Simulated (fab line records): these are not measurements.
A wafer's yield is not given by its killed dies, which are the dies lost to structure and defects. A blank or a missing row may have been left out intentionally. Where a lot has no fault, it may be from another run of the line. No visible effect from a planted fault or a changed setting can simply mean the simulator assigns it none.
fab line records -- flow n5Finfet -- part 2 of 2: steps 20 to 30 of 30
[record] lots = 5, wafers = 15, lastDay = 18
route steps=1938 shown BEOL_M5@1153
lots that met no fault: taken from a fault-free run of the same line
startH: the number of hours between the record's first day and the start of the first shown wafer of the lot -- waitH: time in hours since the lot's previous step -- " as in the row above -- L1.1+2: a row that stands for several wafers -- - no value, or no start was given -- * or withheld: withheld -- < > ~ a bound
route shown NAME@n: a module of which the file shows steps, and the number in the route of the first -- usual: the fault-free wafers' mean and standard deviation -- same: alike in all rows -- chamber/n: place in a boat -- sites: per-site readings -- _std_site: the standard deviation of these -- _edge_site: outer sites' mean less inner sites' -- radiusMm: for every site, how far away it sits from the centre of the wafer -- mask NAME#n: copy n -- behind: the last tool/chamber to shape the wafer -- hold: why the lot went on hold/how many hours it stayed there/how the hold came to an end -- device: transistor that didn't switch, given as n, p or np -- end of line: tests of these same wafers at the route's end -- a step with no rows: only its recipe -- killed: at the first sort, the dies lost to defects and structure; wafer yield is something else -- map: shows each die of a wafer: x if killed, . if not, _ if none is there
set.NAME: the setting as run; set.NAME@STEP: as run at that earlier step -- model.NAME: the simulator's own value behind a step, which no gauge read
lots seen at some steps along the route; tables by step, rows by wafer
services: from which hour (startH, from the record's first day; less than 0 if before it) a tool's chamber was out of use, for how many hours, and why
[[steps]]
[step N5_BEOL_M5_ALD_86]
[recipe] material = TaN, targetThkA = *, tempC = 275, aldPrecursorFamily = PDMAT, aldCoReactant = NH3, pressureTorr = 3, carrierFlowSccm = 1500, pulseTimeS = 2, purgeTimeS = 3, coReactantPurgeTimeS = 2, coReactantPulseTimeS = 3, aldCycles = 30, precursorVesselTempC = 75, precursorVesselPressureTorr = 26.25, precursorVesselCarrierSccm = 1000
[usual] heaterPowerW = 414/31
[same] coReactantPulseTimeS = 3
lot.wafer,tool,chamber,startH,waitH,heaterPowerW
L075.1,aldMetal-03,2,192.85,0.1,400
L075.2,aldMetal-03,0,192.85,0.1,418
L075.5,aldMetal-03,1,192.85,0.1,449
L077.3,aldMetal-03,1,235.83,0.1,459
L077.4,aldMetal-03,0,235.83,0.1,430
L077.6,aldMetal-03,3,235.83,0.1,370
L076.2,aldMetal-01,3,245.84,0.1,403
L076.3,aldMetal-01,1,245.84,0.1,453
L076.4,aldMetal-01,0,245.84,0.1,438
L091.2,aldMetal-03,0,304.37,0.0,416
L091.4,aldMetal-03,1,304.37,0.0,453
L091.5,aldMetal-03,3,304.37,0.0,366
L094.3,aldMetal-04,2,332.24,0.1,410
L094.4,aldMetal-04,3,332.24,0.1,431
L094.6,aldMetal-04,1,332.24,0.1,350
[step N5_BEOL_M5_SURFACE_TREAT_87]
[recipe] gas = Ar, timeS = *, ionEnergyEv = *, ionCurrentMaCm2 = 0.5, pressureMtorr = *, arFlowSccm = 30
[usual] throttleValvePct = *
lot.wafer,tool,chamber,startH,waitH,throttleValvePct
L075.1,pvdSputter-03,-,193.15,0.2,*
L075.2,pvdSputter-03,-,193.15,0.2,*
L075.5,pvdSputter-03,-,193.15,0.2,*
L077.3,pvdSputter-01,-,236.07,0.1,*
L077.4,pvdSputter-01,-,236.07,0.1,*
L077.6,pvdSputter-01,-,236.07,0.1,*
L076.2,pvdSputter-02,-,246.46,0.5,*
L076.3,pvdSputter-02,-,246.46,0.5,*
L076.4,pvdSputter-02,-,246.46,0.5,*
L091.2,pvdSputter-01,-,304.82,0.4,*
L091.4,pvdSputter-01,-,304.82,0.4,*
L091.5,pvdSputter-01,-,304.82,0.4,*
L094.3,pvdSputter-02,-,332.56,0.2,*
L094.4,pvdSputter-02,-,332.56,0.2,*
L094.6,pvdSputter-02,-,332.56,0.2,*
[step N5_BEOL_M5_CVD_47]
[recipe] material = Co, targetThkA = 30, tempC = withheld, precursor = CCTBA/H2, pressureTorr = 30, timeS = 216
lot.wafer,tool,chamber,startH,waitH
L075.1+2+5,cvdCo-01,"2,1,2",193.22,0.1
L077.3+4+6,cvdCo-02,"2,0,2",236.16,0.1
L076.2+3+4,cvdCo-01,"0,1,2",246.70,0.2
L091.2+4+5,cvdCo-01,"1,1,0",304.89,0.0
L094.3+4+6,cvdCo-02,"2,0,1",332.68,0.1
[step N5_BEOL_M5_SPUTTER_48]
[recipe] material = Cu, targetThkA = 150, tempC = -20, chamberPressurePa = 0.07, powerW = withheld, timeS = 27.62
[usual] throttleValvePct = 30.2/1.4
lot.wafer,tool,chamber,startH,waitH,throttleValvePct
L075.1,pvdSputter-02,-,193.41,0.1,29.0
L075.2,pvdSputter-02,-,193.41,0.1,31.3
L075.5,pvdSputter-02,-,193.41,0.1,28.8
L077.3,pvdSputter-03,-,236.64,0.4,27.9
L077.4,pvdSputter-03,-,236.64,0.4,29.4
L077.6,pvdSputter-03,-,236.64,0.4,29.4
L076.2,pvdSputter-02,-,247.10,0.3,31.2
L076.3,pvdSputter-02,-,247.10,0.3,31.2
L076.4,pvdSputter-02,-,247.10,0.3,28.8
L091.2,pvdSputter-02,-,305.12,0.2,29.0
L091.4,pvdSputter-02,-,305.12,0.2,31.4
L091.5,pvdSputter-02,-,305.12,0.2,28.7
L094.3,pvdSputter-02,-,332.86,0.1,31.3
L094.4,pvdSputter-02,-,332.86,0.1,31.2
L094.6,pvdSputter-02,-,332.86,0.1,31.2
[step N5_BEOL_M5_ANNEAL_49]
[recipe] tempC = 400, timeS = 1800, ambient = vacuum
[usual] heaterPowerW = 863/93
lot.wafer,tool,chamber,startH,waitH,heaterPowerW
L075.1,pvdSputter-02,-,193.49,0.0,771
L075.2,pvdSputter-02,-,193.49,0.0,769
L075.5,pvdSputter-02,-,193.49,0.0,788
L077.3,pvdSputter-03,-,236.72,0.0,756
L077.4,pvdSputter-03,-,236.72,0.0,853
L077.6,pvdSputter-03,-,236.72,0.0,881
L076.2,pvdSputter-02,-,247.18,0.0,966
L076.3,pvdSputter-02,-,247.18,0.0,790
L076.4,pvdSputter-02,-,247.18,0.0,774
L091.2,pvdSputter-02,-,305.20,0.0,780
L091.4,pvdSputter-02,-,305.20,0.0,942
L091.5,pvdSputter-02,-,305.20,0.0,782
L094.3,pvdSputter-02,-,332.94,0.0,779
L094.4,pvdSputter-02,-,332.94,0.0,941
L094.6,pvdSputter-02,-,332.94,0.0,937
[step N5_BEOL_M5_SPUTTER_81]
[recipe] material = Cu, targetThkA = 150, tempC = -20, chamberPressurePa = 0.07, powerW = withheld, timeS = 27.62
[usual] throttleValvePct = 30.2/1.4
lot.wafer,tool,chamber,startH,waitH,throttleValvePct
L075.1,pvdSputter-02,-,194.50,0.5,29.0
L075.2,pvdSputter-02,-,194.50,0.5,31.5
L075.5,pvdSputter-02,-,194.50,0.5,29.0
L077.3,pvdSputter-03,-,237.73,0.5,28.2
L077.4,pvdSputter-03,-,237.73,0.5,29.7
L077.6,pvdSputter-03,-,237.73,0.5,29.7
L076.2,pvdSputter-02,-,248.19,0.5,31.4
L076.3,pvdSputter-02,-,248.19,0.5,31.4
L076.4,pvdSputter-02,-,248.19,0.5,29.0
L091.2,pvdSputter-02,-,306.20,0.5,28.7
L091.4,pvdSputter-02,-,306.20,0.5,31.4
L091.5,pvdSputter-02,-,306.20,0.5,28.9
L094.3,pvdSputter-02,-,333.94,0.5,31.7
L094.4,pvdSputter-02,-,333.94,0.5,31.1
L094.6,pvdSputter-02,-,333.94,0.5,31.5
[step N5_BEOL_M5_ANNEAL_82]
[recipe] tempC = 400, timeS = 1800, ambient = vacuum
[usual] heaterPowerW = 861/92
lot.wafer,tool,chamber,startH,waitH,heaterPowerW
L075.1,pvdSputter-02,-,194.58,0.0,777
L075.2,pvdSputter-02,-,194.58,0.0,776
L075.5,pvdSputter-02,-,194.58,0.0,790
L077.3,pvdSputter-03,-,237.81,0.0,770
L077.4,pvdSputter-03,-,237.81,0.0,854
L077.6,pvdSputter-03,-,237.81,0.0,853
L076.2,pvdSputter-02,-,248.27,0.0,944
L076.3,pvdSputter-02,-,248.27,0.0,784
L076.4,pvdSputter-02,-,248.27,0.0,771
L091.2,pvdSputter-02,-,306.28,0.0,769
L091.4,pvdSputter-02,-,306.28,0.0,934
L091.5,pvdSputter-02,-,306.28,0.0,762
L094.3,pvdSputter-02,-,334.02,0.0,795
L094.4,pvdSputter-02,-,334.02,0.0,945
L094.6,pvdSputter-02,-,334.02,0.0,936
[step N5_BEOL_M5_SPUTTER_83]
[recipe] material = Cu, targetThkA = 150, tempC = -20, chamberPressurePa = 0.07, powerW = withheld, timeS = 27.62
[usual] throttleValvePct = 30.2/1.4
lot.wafer,tool,chamber,startH,waitH,throttleValvePct
L075.1,pvdSputter-02,-,195.59,0.5,28.8
L075.2,pvdSputter-02,-,195.59,0.5,31.0
L075.5,pvdSputter-02,-,195.59,0.5,28.8
L077.3,pvdSputter-03,-,238.82,0.5,27.9
L077.4,pvdSputter-03,-,238.82,0.5,29.6
L077.6,pvdSputter-03,-,238.82,0.5,29.4
L076.2,pvdSputter-02,-,249.28,0.5,31.4
L076.3,pvdSputter-02,-,249.28,0.5,31.2
L076.4,pvdSputter-02,-,249.28,0.5,28.6
L091.2,pvdSputter-02,-,307.29,0.5,29.1
L091.4,pvdSputter-02,-,307.29,0.5,31.2
L091.5,pvdSputter-02,-,307.29,0.5,28.9
L094.3,pvdSputter-02,-,335.03,0.5,31.6
L094.4,pvdSputter-02,-,335.03,0.5,31.3
L094.6,pvdSputter-02,-,335.03,0.5,31.4
[step N5_BEOL_M5_ANNEAL_84]
[recipe] tempC = 400, timeS = 1800, ambient = vacuum
[usual] heaterPowerW = 863/88
lot.wafer,tool,chamber,startH,waitH,heaterPowerW
L075.1,pvdSputter-02,-,195.67,0.0,796
L075.2,pvdSputter-02,-,195.67,0.0,793
L075.5,pvdSputter-02,-,195.67,0.0,790
L077.3,pvdSputter-03,-,238.90,0.0,770
L077.4,pvdSputter-03,-,238.90,0.0,853
L077.6,pvdSputter-03,-,238.90,0.0,845
L076.2,pvdSputter-02,-,249.36,0.0,940
L076.3,pvdSputter-02,-,249.36,0.0,808
L076.4,pvdSputter-02,-,249.36,0.0,792
L091.2,pvdSputter-02,-,307.37,0.0,775
L091.4,pvdSputter-02,-,307.37,0.0,953
L091.5,pvdSputter-02,-,307.37,0.0,791
L094.3,pvdSputter-02,-,335.11,0.0,805
L094.4,pvdSputter-02,-,335.11,0.0,910
L094.6,pvdSputter-02,-,335.11,0.0,952
[step N5_BEOL_M5_SPUTTER_88]
[recipe] material = Cu, targetThkA = 150, tempC = -20, chamberPressurePa = 0.07, powerW = withheld, timeS = 27.62
[usual] throttleValvePct = 30.2/1.4
lot.wafer,tool,chamber,startH,waitH,throttleValvePct
L075.1,pvdSputter-02,-,196.67,0.5,28.7
L075.2,pvdSputter-02,-,196.67,0.5,31.4
L075.5,pvdSputter-02,-,196.67,0.5,29.1
L077.3,pvdSputter-03,-,239.90,0.5,28.0
L077.4,pvdSputter-03,-,239.90,0.5,29.6
L077.6,pvdSputter-03,-,239.90,0.5,29.5
L076.2,pvdSputter-02,-,250.36,0.5,31.4
L076.3,pvdSputter-02,-,250.36,0.5,31.1
L076.4,pvdSputter-02,-,250.36,0.5,29.0
L091.2,pvdSputter-02,-,308.38,0.5,28.9
L091.4,pvdSputter-02,-,308.38,0.5,31.1
L091.5,pvdSputter-02,-,308.38,0.5,29.0
L094.3,pvdSputter-02,-,336.12,0.5,31.2
L094.4,pvdSputter-02,-,336.12,0.5,31.3
L094.6,pvdSputter-02,-,336.12,0.5,31.1
[step N5_BEOL_M5_ANNEAL_89]
[recipe] tempC = 400, timeS = 1800, ambient = vacuum
[usual] heaterPowerW = 862/92
lot.wafer,tool,chamber,startH,waitH,heaterPowerW
L075.1,pvdSputter-02,-,196.75,0.0,770
L075.2,pvdSputter-02,-,196.75,0.0,776
L075.5,pvdSputter-02,-,196.75,0.0,782
L077.3,pvdSputter-03,-,239.98,0.0,756
L077.4,pvdSputter-03,-,239.98,0.0,850
L077.6,pvdSputter-03,-,239.98,0.0,867
L076.2,pvdSputter-02,-,250.44,0.0,944
L076.3,pvdSputter-02,-,250.44,0.0,793
L076.4,pvdSputter-02,-,250.44,0.0,791
L091.2,pvdSputter-02,-,308.46,0.0,783
L091.4,pvdSputter-02,-,308.46,0.0,945
L091.5,pvdSputter-02,-,308.46,0.0,783
L094.3,pvdSputter-02,-,336.20,0.0,795
L094.4,pvdSputter-02,-,336.20,0.0,952
L094.6,pvdSputter-02,-,336.20,0.0,960
[[services]]
tool,chamber,startH,hours,kind
uvCure-03,-,170.33,7.5,pm
wetBench-05,-,170.40,1.9,pm
rieDiel-05,2,176.92,13.9,repair
rieDiel-06,0,177.68,4.9,repair
uvCure-03,-,183.44,1.0,pm
rieDiel-06,-,185.73,0.7,repair
aldMetal-04,-,189.13,6.0,pm
rieDiel-01,3,191.61,6.5,repair
cvdCo-02,-,193.08,4.3,pm
uvCure-02,-,199.83,6.7,repair
aldMetal-01,-,209.19,8.7,pm
rieDiel-01,1,226.27,14.9,repair
rieDiel-01,3,231.16,2.1,repair
uvCure-03,-,242.79,2.1,pm
rieDiel-01,1,243.55,4.0,repair
aldMetal-01,-,249.05,6.0,pm
wetBench-01,-,256.58,1.2,repair
aldMetal-01,2,260.46,27.8,repair
wetBench-01,-,272.77,1.3,repair
rieDiel-05,2,283.64,2.9,repair
rieDiel-05,2,290.80,7.5,repair
cvdCo-02,-,318.65,1.4,repair
cvdCo-01,0,330.47,4.0,repair
uvCure-03,-,331.72,6.1,repair
